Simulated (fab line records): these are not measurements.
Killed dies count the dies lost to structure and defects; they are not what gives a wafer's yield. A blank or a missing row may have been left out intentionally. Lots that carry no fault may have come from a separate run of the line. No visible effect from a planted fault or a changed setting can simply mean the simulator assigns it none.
Matching of chambers || flow n5_finfet || N5_BEOL_M12_VIA_ETCH_16 on rie_diel-01: 4 sister chambers
The step etches SiOC in C4F8/O2/Ar, target depth 724.8 nm. 27 wafers are shown with their chamber, then 12 later ones without.

== WAFERS WITH THEIR CHAMBER ==
{"wafer": "L074.2", "chamber": 0, "throttle_valve_pct (%)": 24.19, "showerhead_plenum_p_Torr (Torr)": 3.26, "drypump_motor_current_A (A)": 6.2}
{"wafer": "L074.3", "chamber": 3, "throttle_valve_pct (%)": 24.48, "showerhead_plenum_p_Torr (Torr)": 3.30, "drypump_motor_current_A (A)": 5.4}
{"wafer": "L074.5", "chamber": 3, "throttle_valve_pct (%)": 24.48, "showerhead_plenum_p_Torr (Torr)": 3.30, "drypump_motor_current_A (A)": 5.4}
{"wafer": "L076.1", "chamber": 2, "throttle_valve_pct (%)": 23.82, "showerhead_plenum_p_Torr (Torr)": 3.39, "drypump_motor_current_A (A)": 5.6}
{"wafer": "L076.2", "chamber": 3, "throttle_valve_pct (%)": 24.49, "showerhead_plenum_p_Torr (Torr)": 3.30, "drypump_motor_current_A (A)": 5.5}
{"wafer": "L076.6", "chamber": 1, "throttle_valve_pct (%)": 24.10, "showerhead_plenum_p_Torr (Torr)": 3.32, "drypump_motor_current_A (A)": 5.8}
{"wafer": "L077.3", "chamber": 2, "throttle_valve_pct (%)": 23.83, "showerhead_plenum_p_Torr (Torr)": 3.38, "drypump_motor_current_A (A)": 5.6}
{"wafer": "L077.4", "chamber": 1, "throttle_valve_pct (%)": 24.12, "showerhead_plenum_p_Torr (Torr)": 3.32, "drypump_motor_current_A (A)": 5.7}
{"wafer": "L077.5", "chamber": 0, "throttle_valve_pct (%)": 24.22, "showerhead_plenum_p_Torr (Torr)": 3.25, "drypump_motor_current_A (A)": 6.3}
{"wafer": "L080.1", "chamber": 1, "throttle_valve_pct (%)": 24.12, "showerhead_plenum_p_Torr (Torr)": 3.32, "drypump_motor_current_A (A)": 5.8}
{"wafer": "L080.2", "chamber": 2, "throttle_valve_pct (%)": 23.85, "showerhead_plenum_p_Torr (Torr)": 3.38, "drypump_motor_current_A (A)": 5.6}
{"wafer": "L080.6", "chamber": 3, "throttle_valve_pct (%)": 24.51, "showerhead_plenum_p_Torr (Torr)": 3.30, "drypump_motor_current_A (A)": 5.4}
{"wafer": "L079.1", "chamber": 0, "throttle_valve_pct (%)": 24.20, "showerhead_plenum_p_Torr (Torr)": 3.25, "drypump_motor_current_A (A)": 6.3}
{"wafer": "L079.3", "chamber": 2, "throttle_valve_pct (%)": 23.84, "showerhead_plenum_p_Torr (Torr)": 3.38, "drypump_motor_current_A (A)": 5.6}
{"wafer": "L079.6", "chamber": 2, "throttle_valve_pct (%)": 23.84, "showerhead_plenum_p_Torr (Torr)": 3.38, "drypump_motor_current_A (A)": 5.7}
{"wafer": "L082.2", "chamber": 2, "throttle_valve_pct (%)": 23.84, "showerhead_plenum_p_Torr (Torr)": 3.38, "drypump_motor_current_A (A)": 5.6}
{"wafer": "L082.4", "chamber": 1, "throttle_valve_pct (%)": 24.12, "showerhead_plenum_p_Torr (Torr)": 3.32, "drypump_motor_current_A (A)": 5.8}
{"wafer": "L082.5", "chamber": 2, "throttle_valve_pct (%)": 23.85, "showerhead_plenum_p_Torr (Torr)": 3.38, "drypump_motor_current_A (A)": 5.6}
{"wafer": "L085.3", "chamber": 1, "throttle_valve_pct (%)": 24.13, "showerhead_plenum_p_Torr (Torr)": 3.31, "drypump_motor_current_A (A)": 5.8}
{"wafer": "L085.4", "chamber": 2, "throttle_valve_pct (%)": 23.85, "showerhead_plenum_p_Torr (Torr)": 3.38, "drypump_motor_current_A (A)": 5.6}
{"wafer": "L085.5", "chamber": 0, "throttle_valve_pct (%)": 24.22, "showerhead_plenum_p_Torr (Torr)": 3.24, "drypump_motor_current_A (A)": 6.2}
{"wafer": "L089.1", "chamber": 3, "throttle_valve_pct (%)": 24.52, "showerhead_plenum_p_Torr (Torr)": 3.29, "drypump_motor_current_A (A)": 5.4}
{"wafer": "L089.2", "chamber": 0, "throttle_valve_pct (%)": 24.23, "showerhead_plenum_p_Torr (Torr)": 3.24, "drypump_motor_current_A (A)": 6.3}
{"wafer": "L089.6", "chamber": 1, "throttle_valve_pct (%)": 24.15, "showerhead_plenum_p_Torr (Torr)": 3.31, "drypump_motor_current_A (A)": 5.8}
{"wafer": "L088.1", "chamber": 0, "throttle_valve_pct (%)": 24.23, "showerhead_plenum_p_Torr (Torr)": 3.24, "drypump_motor_current_A (A)": 6.3}
{"wafer": "L088.3", "chamber": 3, "throttle_valve_pct (%)": 24.53, "showerhead_plenum_p_Torr (Torr)": 3.29, "drypump_motor_current_A (A)": 5.5}
{"wafer": "L088.4", "chamber": 2, "throttle_valve_pct (%)": 23.85, "showerhead_plenum_p_Torr (Torr)": 3.37, "drypump_motor_current_A (A)": 5.7}

SIGNATURES (averages over the wafers above)
{"reading": "throttle_valve_pct", "chamber 0": 24.2150, "chamber 1": 24.1233, "chamber 2": 23.8411, "chamber 3": 24.5017, "scatter within a chamber": 0.016}
{"reading": "showerhead_plenum_p_Torr", "chamber 0": 3.2467, "chamber 1": 3.3167, "chamber 2": 3.3800, "chamber 3": 3.2967, "scatter within a chamber": 0.0059}
{"reading": "drypump_motor_current_A", "chamber 0": 6.267, "chamber 1": 5.783, "chamber 2": 5.622, "chamber 3": 5.433, "scatter within a chamber": 0.0469}
Rule: for each reading, subtract the chamber's mean from the wafer's reading, divide by that reading's scatter and square the result; add these up over the readings and take the root, which gives the wafer's distance from the chamber. The wafer belongs to the nearest chamber; if the next one is less than 2 further off, it can't be placed. How the scatter is found: for the shown wafers, subtract from each reading the mean of its chamber, square and add these, divide the total by (wafers less chambers), then take the root.

== WAFERS WHOSE CHAMBER IS MISSING ==
{"wafer": "L090.1", "throttle_valve_pct (%)": 24.16, "showerhead_plenum_p_Torr (Torr)": 3.31, "drypump_motor_current_A (A)": 5.7}
{"wafer": "L090.2", "throttle_valve_pct (%)": 23.84, "showerhead_plenum_p_Torr (Torr)": 3.37, "drypump_motor_current_A (A)": 5.6}
{"wafer": "L090.4", "throttle_valve_pct (%)": 24.23, "showerhead_plenum_p_Torr (Torr)": 3.24, "drypump_motor_current_A (A)": 6.2}
{"wafer": "L091.4", "throttle_valve_pct (%)": 24.52, "showerhead_plenum_p_Torr (Torr)": 3.28, "drypump_motor_current_A (A)": 5.4}
{"wafer": "L091.5", "throttle_valve_pct (%)": 24.52, "showerhead_plenum_p_Torr (Torr)": 3.28, "drypump_motor_current_A (A)": 5.4}
{"wafer": "L091.6", "throttle_valve_pct (%)": 23.89, "showerhead_plenum_p_Torr (Torr)": 3.37, "drypump_motor_current_A (A)": 5.6}
{"wafer": "L094.1", "throttle_valve_pct (%)": 24.18, "showerhead_plenum_p_Torr (Torr)": 3.30, "drypump_motor_current_A (A)": 5.8}
{"wafer": "L094.3", "throttle_valve_pct (%)": 24.25, "showerhead_plenum_p_Torr (Torr)": 3.23, "drypump_motor_current_A (A)": 6.2}
{"wafer": "L094.5", "throttle_valve_pct (%)": 24.55, "showerhead_plenum_p_Torr (Torr)": 3.28, "drypump_motor_current_A (A)": 5.4}
{"wafer": "L096.3", "throttle_valve_pct (%)": 24.16, "showerhead_plenum_p_Torr (Torr)": 3.30, "drypump_motor_current_A (A)": 5.8}
{"wafer": "L096.5", "throttle_valve_pct (%)": 24.54, "showerhead_plenum_p_Torr (Torr)": 3.27, "drypump_motor_current_A (A)": 5.4}
{"wafer": "L096.6", "throttle_valve_pct (%)": 24.25, "showerhead_plenum_p_Torr (Torr)": 3.23, "drypump_motor_current_A (A)": 6.2}

== EACH ONE'S CHAMBER ==
{"wafer": "L090.1", "from the rows above": 1, "in truth": 1}
{"wafer": "L090.2", "from the rows above": 2, "in truth": 2}
{"wafer": "L090.4", "from the rows above": 0, "in truth": 0}
{"wafer": "L091.4", "from the rows above": 3, "in truth": 3}
{"wafer": "L091.5", "from the rows above": 3, "in truth": 3}
{"wafer": "L091.6", "from the rows above": 2, "in truth": 2}
{"wafer": "L094.1", "from the rows above": 1, "in truth": 1}
{"wafer": "L094.3", "from the rows above": 0, "in truth": 0}
{"wafer": "L094.5", "from the rows above": 3, "in truth": 3}
{"wafer": "L096.3", "from the rows above": 1, "in truth": 1}
{"wafer": "L096.5", "from the rows above": 3, "in truth": 3}
{"wafer": "L096.6", "from the rows above": 0, "in truth": 0}
Placed correctly: 12 of 12. Can't be placed from these rows: 0. Wrongly placed: 0.
